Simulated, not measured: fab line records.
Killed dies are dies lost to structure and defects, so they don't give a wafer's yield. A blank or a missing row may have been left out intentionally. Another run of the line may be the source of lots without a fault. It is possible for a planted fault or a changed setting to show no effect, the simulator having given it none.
fab line records    flow n5_finfet
record: lots: 12  wafers: 31  last_day: 16
route steps=1938 shown BEOL_M6@1231 PASSIVATION@1936
lots that met no fault: from a run of the same line without faults
start_h: hours from the record's first day to the start of the lot's first wafer shown    wait_h: time in hours since the lot's previous step    " as in the row above    L1.1+2: several wafers, shown together as one row    - no value, or no start given    * or withheld: withheld    < > ~ a bound
route shown NAME@n: names a module that has steps shown in the file, with the first one's number in the route    usual: mean and standard deviation over wafers with no fault    same: alike in all rows    chamber/n: place in a boat    sites: each site's reading    _std_site: the standard deviation of these    _edge_site: the outer-site mean with the inner-site mean subtracted    radius_mm: for every site, how far away it sits from the centre of the wafer    mask NAME#n: copy n    behind: the tool/chamber that last shaped the wafer    hold: reason for holding the lot/hours on hold/outcome of the hold    device: names the non-switching transistor (n, p or np)    end of line: the tests these same wafers got at the end of their route    a step given without rows: its recipe and nothing more    killed: dies lost to structure and defects at the first sort, not the wafer's yield    map: shows each die of a wafer: x if killed, . if not, _ if none is there
set.NAME: the run value of the setting; set.NAME@STEP: its run value at that earlier step    model.NAME: the simulator's own value behind a step, which no gauge read
a sample of lots followed through the steps of the route, with each step as a table and each wafer as a row
services: from which hour (start_h, from the record's first day; less than 0 if before it) a tool's chamber was out of use, for how many hours, and why
== steps ==
step: N5_BEOL_M6_ETCH_72
recipe: chemistry: N2/H2  target: underlayer  target_depth_a: 65  mask_material: CAR-EUV  time_s: 5.2  ion_energy_ev: 200  pressure_mtorr: 30  source_w: 840  bias_w: 150  n2_flow_sccm: 200  h2_flow_sccm: 200  ends: cleared
usual: drypump_motor_current_A: 5.8/0.45  etch_rf_on_time_s: 5.20/0.1  h2_flow_sccm: 200.0/0.63  oes_product_au: 0.64/0.051  rf_vpp_V: 524.7/1.9  showerhead_plenum_p_Torr: 2.57/0.055  throttle_valve_pct: 17.96/0.21
lot.wafer  tool         chamber  start_h  wait_h  drypump_motor_current_A  etch_rf_on_time_s  h2_flow_sccm  oes_product_au  rf_hours_counter_h  rf_vpp_V  showerhead_plenum_p_Torr  throttle_valve_pct
L776.3     rie_diel-06  1        181.50   0.0     5.7                      5.06               200.0         0.60            205                 528.5     2.62                      17.88
L776.4     "            2        "        "       5.5                      5.35               200.8         0.64            117                 525.8     2.56                      17.81
L776.6     "            1        "        "       5.7                      5.13               199.4         0.60            -                   525.5     2.62                      17.85
L777.3     rie_diel-06  3        194.83   0.0     5.7                      5.18               199.1         0.70            97                  524.4     2.56                      17.97
L777.4     "            1        "        "       5.7                      5.12               200.8         0.59            210                 527.3     2.62                      17.85
L777.6     "            2        "        "       5.5                      5.35               200.1         0.65            -                   523.7     2.56                      17.82
L778.2     rie_diel-02  1        198.04   0.0     6.3                      5.24               200.4         0.60            229                 522.3     2.52                      17.77
L778.5     "            0        "        "       6.5                      5.09               199.0         0.74            -                   528.4     2.71                      18.02
L779.1     rie_diel-06  0        207.51   0.0     6.4                      5.22               199.1         0.58            213                 524.6     2.51                      18.33
L779.3     "            1        "        "       5.7                      5.17               199.6         0.61            215                 526.3     2.61                      17.89
L779.6     "            2        "        "       5.5                      5.33               199.1         0.65            -                   525.4     2.56                      17.83
L783.1     rie_diel-05  0        222.73   0.0     5.5                      5.01               200.5         0.65            135                 526.0     2.54                      17.95
L783.2     "            2        "        "       4.9                      5.26               197.6         0.61            200                 528.3     2.63                      17.71
L783.3     "            3        "        "       5.5                      5.25               199.3         0.68            107                 528.6     2.66                      17.67
L787.2     rie_diel-06  3        249.08   0.0     5.7                      5.21               200.0         0.68            112                 524.6     2.55                      17.98
L787.3     "            2        "        "       5.5                      5.34               200.5         0.62            144                 525.1     2.55                      17.83
L787.5     "            1        "        "       5.7                      5.10               199.6         0.59            -                   525.9     2.61                      17.87
L785.3     rie_diel-02  0        249.18   0.0     6.5                      5.18               201.1         0.71            80                  525.9     2.70                      18.04
L785.4     "            1        "        "       6.3                      5.20               199.8         0.59            248                 523.5     2.51                      17.79
L785.6     "            0        "        "       6.5                      5.18               200.0         0.71            -                   529.2     2.70                      18.03
L786.2     rie_diel-06  0        252.72   0.0     6.4                      5.26               200.4         0.58            231                 524.2     2.50                      18.35
L786.4     "            3        "        "       5.7                      5.15               199.1         0.69            113                 522.8     2.55                      18.00
L786.5     "            3        "        "       5.7                      5.14               199.5         0.67            -                   524.4     2.55                      17.98
L788.4     rie_diel-05  1        262.69   0.0     6.2                      5.08               200.7         0.68            117                 524.0     2.55                      18.02
L788.5     "            0        "        "       5.5                      4.95               200.1         0.66            -                   523.3     2.53                      17.97
L792.4     rie_diel-06  2        289.94   0.0     5.5                      5.32               200.9         0.63            -                   524.2     2.54                      17.87
L792.6     "            3        "        "       5.7                      5.08               199.5         0.67            -                   526.1     2.55                      18.00
L795.3     rie_diel-02  1        303.29   0.0     6.3                      5.11               200.8         0.79            12                  522.4     2.51                      17.33
L795.4     "            0        "        "       6.6                      5.17               199.8         0.69            103                 529.5     2.69                      18.08
L797.4     rie_diel-05  3        316.42   0.0     5.5                      5.32               200.5         0.65            137                 527.8     2.64                      17.71
L797.5     "            1        "        "       6.2                      5.06               199.3         0.67            -                   522.9     2.54                      18.06
step: N5_BEOL_M6_ETCH_66
recipe: chemistry: N2/H2  target: SOC  target_depth_a: 800  overetch_a: 160  mask_material: SiARC  temp_c: 40  time_s: 120  ion_energy_ev: 200  pressure_mtorr: 30  source_w: 840  bias_w: 150  n2_flow_sccm: 200  h2_flow_sccm: 200
usual: drypump_motor_current_A: 5.8/0.46  h2_flow_sccm: 200.0/0.63  oes_product_au: 0.58/0.045  rf_vpp_V: 524.7/1.8  showerhead_plenum_p_Torr: 2.57/0.055  throttle_valve_pct: 17.92/0.21
lot.wafer  tool         chamber  start_h  wait_h  drypump_motor_current_A  h2_flow_sccm  oes_product_au  rf_hours_counter_h  rf_vpp_V  showerhead_plenum_p_Torr  throttle_valve_pct
L776.3     rie_diel-06  1        181.55   0.0     5.7                      200.7         0.54            205                 526.6     2.62                      17.82
L776.4     "            2        "        "       5.5                      200.5         0.59            117                 523.0     2.56                      17.76
L776.6     "            1        "        "       5.7                      200.6         0.53            -                   527.1     2.62                      17.81
L777.3     rie_diel-06  3        194.88   0.0     5.7                      200.6         0.63            97                  523.8     2.56                      17.92
L777.4     "            1        "        "       5.7                      200.0         0.53            210                 526.3     2.62                      17.84
L777.6     "            2        "        "       5.5                      200.4         0.59            -                   523.6     2.56                      17.77
L778.2     rie_diel-02  1        198.09   0.0     6.3                      200.1         0.54            229                 522.1     2.52                      17.74
L778.5     "            0        "        "       6.5                      199.3         0.65            -                   527.9     2.71                      17.96
L779.1     rie_diel-06  0        207.55   0.0     6.4                      200.9         0.53            213                 522.7     2.51                      18.26
L779.3     "            1        "        "       5.7                      198.5         0.53            215                 525.3     2.61                      17.83
L779.6     "            2        "        "       5.5                      199.1         0.59            -                   524.4     2.56                      17.77
L783.1     rie_diel-05  0        222.77   0.0     5.5                      198.8         0.58            135                 523.1     2.54                      17.92
L783.2     "            2        "        "       4.9                      199.6         0.55            200                 527.1     2.63                      17.65
L783.3     "            3        "        "       5.5                      199.6         0.62            107                 528.4     2.66                      17.61
L787.2     rie_diel-06  3        249.12   0.0     5.7                      199.3         0.61            112                 523.0     2.55                      17.94
L787.3     "            2        "        "       5.5                      200.4         0.58            144                 522.9     2.55                      17.80
L787.5     "            1        "        "       5.7                      200.4         0.52            -                   525.5     2.61                      17.87
L785.3     rie_diel-02  0        249.23   0.0     6.5                      199.8         0.63            80                  526.8     2.70                      18.00
L785.4     "            1        "        "       6.3                      200.5         0.54            248                 521.9     2.51                      17.77
L785.6     "            0        "        "       6.5                      200.4         0.63            -                   528.6     2.70                      18.00
L786.2     rie_diel-06  0        252.77   0.0     6.4                      200.1         0.52            231                 523.1     2.50                      18.29
L786.4     "            3        "        "       5.7                      199.8         0.61            113                 523.3     2.55                      17.95
L786.5     "            3        "        "       5.7                      200.8         0.61            -                   523.0     2.55                      17.96
L788.4     rie_diel-05  1        262.74   0.0     6.3                      200.1         0.61            117                 524.7     2.55                      17.99
L788.5     "            0        "        "       5.5                      200.5         0.57            -                   524.1     2.53                      17.96
L792.4     rie_diel-06  2        290.02   0.0     5.5                      200.0         0.57            -                   523.4     2.54                      17.82
L792.6     "            3        "        "       5.7                      200.3         0.60            -                   522.7     2.55                      17.96
L795.3     rie_diel-02  1        303.33   0.0     6.3                      200.7         0.72            12                  521.2     2.51                      17.31
L795.4     "            0        "        "       6.5                      199.5         0.61            103                 529.1     2.69                      18.05
L797.4     rie_diel-05  3        316.47   0.0     5.5                      200.4         0.59            137                 526.8     2.64                      17.66
L797.5     "            1        "        "       6.2                      200.0         0.59            -                   524.6     2.54                      18.05
step: N5_BEOL_M6_DEGAS_44
recipe: ambient: vacuum  temp_c: 250  time_s: 60
usual: heater_power_w: 322/25
lot.wafer  tool            chamber  start_h  wait_h  heater_power_w
L776.3     pvd_sputter-02  -        182.49   0.2     326
L776.4     "               -        "        "       305
L776.6     "               -        "        "       335
L777.3     pvd_sputter-02  -        195.75   0.2     289
L777.4     "               -        "        "       316
L777.6     "               -        "        "       287
L778.2     pvd_sputter-01  -        201.10   2.3     332
L778.5     "               -        "        "       319
L779.1     pvd_sputter-03  -        209.10   1.0     341
L779.3     "               -        "        "       319
L779.6     "               -        "        "       294
L783.1     pvd_sputter-01  -        223.87   0.4     336
L783.2     "               -        "        "       327
L783.3     "               -        "        "       327
L787.2     pvd_sputter-01  -        250.00   0.2     330
L787.3     "               -        "        "       313
L787.5     "               -        "        "       335
L785.3     pvd_sputter-03  -        250.53   0.4     367
L785.4     "               -        "        "       284
L785.6     "               -        "        "       288
L786.2     pvd_sputter-03  -        253.87   0.5     337
L786.4     "               -        "        "       375
L786.5     "               -        "        "       338
L788.4     pvd_sputter-02  -        263.67   0.2     288
L788.5     "               -        "        "       324
L792.4     pvd_sputter-02  -        292.04   1.2     292
L792.6     "               -        "        "       326
L795.3     pvd_sputter-03  -        304.58   0.6     325
L795.4     "               -        "        "       371
L797.4     pvd_sputter-01  -        317.33   0.1     331
L797.5     "               -        "        "       325
step: N5_BEOL_M6_ALD_77
recipe: material: TaN  target_thk_a: 20  temp_c: 275  ald_precursor_family: PDMAT  ald_co_reactant: NH3  pressure_torr: 3  carrier_flow_sccm: 1500  pulse_time_s: 2  purge_time_s: 3  co_reactant_purge_time_s: 2  co_reactant_pulse_time_s: 3  ald_cycles: 40  precursor_vessel_temp_c: 75  precursor_vessel_pressure_torr: 26.25  precursor_vessel_carrier_sccm: 1000
usual: co_reactant_pulse_time_s: 3/0  heater_power_w: 436/39
same: ald_cycles: 40  purge_time_s: 3
lot.wafer  tool          chamber  start_h  wait_h  co_reactant_pulse_time_s  heater_power_w
L776.3     ald_metal-01  2        182.61   0.1     3                         401
L776.4     "             3        "        "       3                         443
L776.6     "             1        "        "       3                         447
L777.3     ald_metal-02  1        195.91   0.1     3                         435
L777.4     "             1        "        "       3                         442
L777.6     "             0        "        "       3                         539
L778.2     ald_metal-04  1        201.26   0.1     3                         414
L778.5     "             0        "        "       3                         424
L779.1     ald_metal-04  0        209.21   0.1     3                         428
L779.3     "             3        "        "       3                         455
L779.6     "             1        "        "       3                         420
L783.1     ald_metal-02  0        223.97   0.0     3                         562
L783.2     "             3        "        "       3                         388
L783.3     "             2        "        "       3                         421
L787.2     ald_metal-04  1        250.16   0.1     3                         404
L787.3     "             2        "        "       3                         427
L787.5     "             1        "        "       3                         420
L785.3     ald_metal-04  0        250.63   0.0     3                         414
L785.4     "             1        "        "       3                         420
L785.6     "             0        "        "       3                         430
L786.2     ald_metal-01  3        253.99   0.1     3                         430
L786.4     "             1        "        "       3                         449
L786.5     "             2        "        "       3                         406
L788.4     ald_metal-01  2        263.79   0.1     3                         391
L788.5     "             3        "        "       3                         437
L792.4     ald_metal-01  0        292.14   0.0     3.7345                    458
L792.6     "             1        "        "       3                         446
L795.3     ald_metal-01  1        304.69   0.1     3                         429
L795.4     "             3        "        "       3.7345                    441
L797.4     ald_metal-01  2        317.57   0.2     3.7345                    383
L797.5     "             0        "        "       3.7345                    458
step: N5_PASSIVATION_PROBE_49
usual: defect_limited_yield: 90.9/1.5  killed_at_M0_to_M3: 36/9.9  killed_at_M4_up: 13/4.5  killed_at_contacts: 13/6.4  killed_at_front_end: 42/12  killed_at_other: 3.4/3  killed_dies: 107/18  killed_on_rim: 14/4.3  killed_open: 69/13  killed_short: 35/8.2  sort_bin_5_function: 5.3/1.1  sort_bin_6_memory: 3.4/0.69  sort_n_pass: 1073/18  sort_yield_pct: 90.9/1.5
same: gross_dies: 1180  killed_at_back_side: 0  sort_bin_4_leakage[%]: 0  sort_bin_8_speed[%]: 0
lot.wafer  tool       chamber  start_h  wait_h  defect_limited_yield[%]  killed_at_M0_to_M3  killed_at_M4_up  killed_at_contacts  killed_at_front_end  killed_at_other  killed_dies  killed_on_rim  killed_open  killed_short  sort_bin_5_function[%]  sort_bin_6_memory[%]  sort_n_pass  sort_yield_pct[%]
L778.2     prober-01  -        284.88   0.1     91.6                     32                  9                17                  38                   3                99           19             70           27            5.4                     2.6                   1081         91.6
L778.5     prober-01  -        285.03   0.2     90.9                     32                  13               27                  33                   2                107          17             68           37            4.8                     3.9                   1073         90.9
L779.1     prober-02  -        294.79   0.0     92.0                     43                  5                4                   40                   2                94           12             54           38            5.0                     2.6                   1086         92.0
L779.3     prober-02  -        294.89   0.1     91.9                     38                  5                7                   43                   2                95           14             56           39            4.6                     3.4                   1085         91.9
L779.6     prober-02  -        295.04   0.3     93.0                     28                  8                9                   37                   1                83           11             48           35            4.4                     2.6                   1097         93.0
L783.1     prober-01  -        306.36   0.0     92.5                     41                  7                7                   25                   8                88           13             51           37            5.2                     1.7                   1092         92.5
L783.2     prober-01  -        306.41   0.1     93.0                     40                  11               6                   19                   7                83           7              51           32            4.5                     2.2                   1097         93.0
L783.3     prober-01  -        306.46   0.1     88.8                     51                  13               15                  51                   2                132          20             82           50            6.9                     3.6                   1048         88.8
L788.4     prober-02  -        344.10   0.2     92.2                     24                  9                11                  43                   5                92           9              66           25            4.4                     3.3                   1088         92.2
L788.5     prober-02  -        344.15   0.2     91.0                     33                  10               16                  39                   8                106          13             70           35            5.3                     3.4                   1074         91.0
L792.4     prober-01  -        382.30   0.2     93.5                     20                  18               10                  26                   3                77           11             50           23            3.6                     2.6                   1103         93.5
L792.6     prober-01  -        382.40   0.3     92.5                     24                  10               19                  31                   5                89           12             57           28            4.3                     2.9                   1091         92.5
L795.4     prober-02  -        386.86   0.2     91.2                     46                  7                11                  31                   9                104          21             65           36            5.1                     3.6                   1076         91.2
killed by level:class
L778.2 MOL_CONTACT_COAG:geometric_particle:open=15 STI_FIN_REVEAL:geometric_particle:open=10 BEOL_M1:geometric_particle:short=9 BEOL_M2:geometric_particle:open=9 DUMMY_GATE:geometric_particle:open=6 FIN_SAQP:geometric_particle:open=5 BEOL_M0_SAQP:geometric_particle:open=5 BEOL_M3:geometric_particle:open=5
L778.5 MOL_CONTACT_COAG:geometric_particle:open=20 BEOL_M2:geometric_particle:open=8 DUMMY_GATE:geometric_particle:open=8 MOL_CONTACT_COAG:geometric_particle:short=6 BEOL_M4:geometric_particle:open=6 GATE_CUT:geometric_particle:short=5 ILD0:geometric_particle:short=4 BEOL_M0_SAQP:geometric_particle:short=4
L779.1 BEOL_M0_SAQP:geometric_particle:short=12 BEOL_M0_SAQP:geometric_particle:open=9 STI_FIN_REVEAL:geometric_particle:open=8 BEOL_M2:geometric_particle:open=8 FIN_SAQP:geometric_particle:short=7 DUMMY_GATE:geometric_particle:open=6 BEOL_M3:geometric_particle:open=5 FIN_SAQP:geometric_particle:open=3
L779.3 BEOL_M0_SAQP:geometric_particle:short=13 BEOL_M0_SAQP:geometric_particle:open=12 MOL_CONTACT_COAG:geometric_particle:open=7 BEOL_M3:geometric_particle:open=7 FIN_SAQP:geometric_particle:open=6 FIN_SAQP:geometric_particle:short=6 STI_FIN_REVEAL:geometric_particle:open=6 DUMMY_GATE:geometric_particle:short=5
L779.6 BEOL_M0_SAQP:geometric_particle:short=12 BEOL_M0_SAQP:geometric_particle:open=8 FIN_SAQP:geometric_particle:open=7 STI_FIN_REVEAL:geometric_particle:open=7 MOL_CONTACT_COAG:geometric_particle:open=7 FIN_SAQP:geometric_particle:short=6 BEOL_M3:geometric_particle:open=5 STARTING-WAFER:geometric_particle:short=4
L783.1 BEOL_M0_SAQP:geometric_particle:open=19 BEOL_M0_SAQP:geometric_particle:short=9 MOL_CONTACT_COAG:geometric_particle:open=6 FIN_SAQP:geometric_particle:open=4 FIN_SAQP:geometric_particle:short=4 BEOL_M0:geometric_particle:short=4 ILD0:geometric_particle:short=4 GATE_CUT:geometric_particle:short=3
L783.2 BEOL_M0_SAQP:geometric_particle:open=11 BEOL_M2:geometric_particle:open=11 BEOL_M0_SAQP:geometric_particle:short=9 BEOL_M4:geometric_particle:open=6 GATE_CUT:geometric_particle:short=5 BEOL_M0:geometric_particle:short=5 DUMMY_GATE:geometric_particle:open=4 MOL_CONTACT_COAG:geometric_particle:open=4
L783.3 STI_FIN_REVEAL:geometric_particle:open=16 BEOL_M0_SAQP:geometric_particle:open=16 BEOL_M0_SAQP:geometric_particle:short=14 MOL_CONTACT_COAG:geometric_particle:open=11 STI_FIN_REVEAL:geometric_particle:short=9 BEOL_M2:geometric_particle:open=7 BEOL_M2:geometric_particle:short=5 BEOL_M4:geometric_particle:open=5
L788.4 FIN_SAQP:geometric_particle:open=11 GATE_CUT:geometric_particle:short=10 MOL_CONTACT_COAG:geometric_particle:open=9 STI_FIN_REVEAL:geometric_particle:open=8 DUMMY_GATE:geometric_particle:open=6 BEOL_M3:geometric_particle:open=6 BEOL_M0_SAQP:geometric_particle:short=5 BEOL_M0:geometric_particle:open=4
L788.5 STI_FIN_REVEAL:geometric_particle:open=13 MOL_CONTACT_COAG:geometric_particle:open=11 FIN_SAQP:geometric_particle:short=7 BEOL_M3:geometric_particle:open=6 MOL_CONTACT_COAG:geometric_particle:short=5 BEOL_M0_SAQP:geometric_particle:open=5 BEOL_M1:geometric_particle:open=5 BEOL_M2:geometric_particle:open=5
L792.4 MOL_CONTACT_COAG:geometric_particle:open=10 BEOL_M4:geometric_particle:open=8 BEOL_M0_SAQP:geometric_particle:short=6 BEOL_M1:geometric_particle:open=5 STARTING-WAFER:geometric_particle:open=5 FIN_SAQP:geometric_particle:short=4 FIN_SAQP:geometric_particle:open=4 STARTING-WAFER:geometric_particle:short=4
L792.6 MOL_CONTACT_COAG:geometric_particle:open=13 FIN_SAQP:geometric_particle:open=6 STI_FIN_REVEAL:geometric_particle:open=6 MOL_CONTACT_COAG:geometric_particle:short=6 BEOL_M4:geometric_particle:open=6 BEOL_M0_SAQP:geometric_particle:short=5 GATE_CUT:geometric_particle:open=4 BEOL_M1:geometric_particle:open=4
L795.4 BEOL_M0_SAQP:geometric_particle:short=14 MOL_CONTACT_COAG:geometric_particle:open=9 FIN_SAQP:geometric_particle:open=8 BEOL_M0:geometric_particle:open=7 BEOL_M1:geometric_particle:open=7 FIN_SAQP:geometric_particle:short=6 BEOL_M0_SAQP:geometric_particle:open=4 BEOL_M2:geometric_particle:open=4
== services ==
tool          chamber  start_h  hours  kind
rie_diel-06   1        161.09   4.9    repair
rie_diel-05   2        164.28   5.6    repair
ald_metal-02  3        177.12   19.9   repair
rie_diel-06   3        211.16   15.1   repair
ald_metal-04  -        223.20   0.6    repair
rie_diel-02   2        226.34   13.2   repair
rie_diel-06   1        233.21   4.6    repair
rie_diel-06   -        242.52   0.3    repair
rie_diel-02   1        251.75   -      clean
rie_diel-02   1        251.75   -      consumable_replace:focus_ring
rie_diel-02   1        251.75   19.5   scheduled_down
rie_diel-02   1        251.75   19.5   vent_cycle
ald_metal-01  0        267.58   10.6   repair
ald_metal-04  1        284.38   6.7    repair
rie_diel-06   0        289.58   6.3    repair
rie_diel-05   3        300.97   6.5    repair
rie_diel-06   1        305.30   -      clean
rie_diel-06   1        305.30   -      consumable_replace:focus_ring
rie_diel-06   1        305.30   21.1   scheduled_down
rie_diel-06   1        305.30   21.1   vent_cycle
rie_diel-02   0        313.14   13.1   repair
== key ==
first_sign: step: N5_BEOL_M6_ALD_77  reading: co_reactant_pulse_time_s  direction: up  sigmas: 99+  usual: *  struck: *
effect none on later readings
met_at N5_BEOL_M6_ALD_77
struck_lots L792,L795,L797
struck_wafers L792.4,L795.4,L797.4,L797.5
not_acting_at N5_BEOL_M6_ETCH_72,N5_BEOL_M6_ETCH_66,N5_BEOL_M6_DEGAS_44
onset_between 263.79 292.14
fault: kind: process_parameter_drift  tool: ald_metal-01  chamber: -  onset_h: 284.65  steps: N5_BEOL_M6_ALD_77  channel: co_reactant_pulse_time_s  offset: *  shape: step  end_h: 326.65  scope: struck_wafers_only  acts_in: *  stated: *
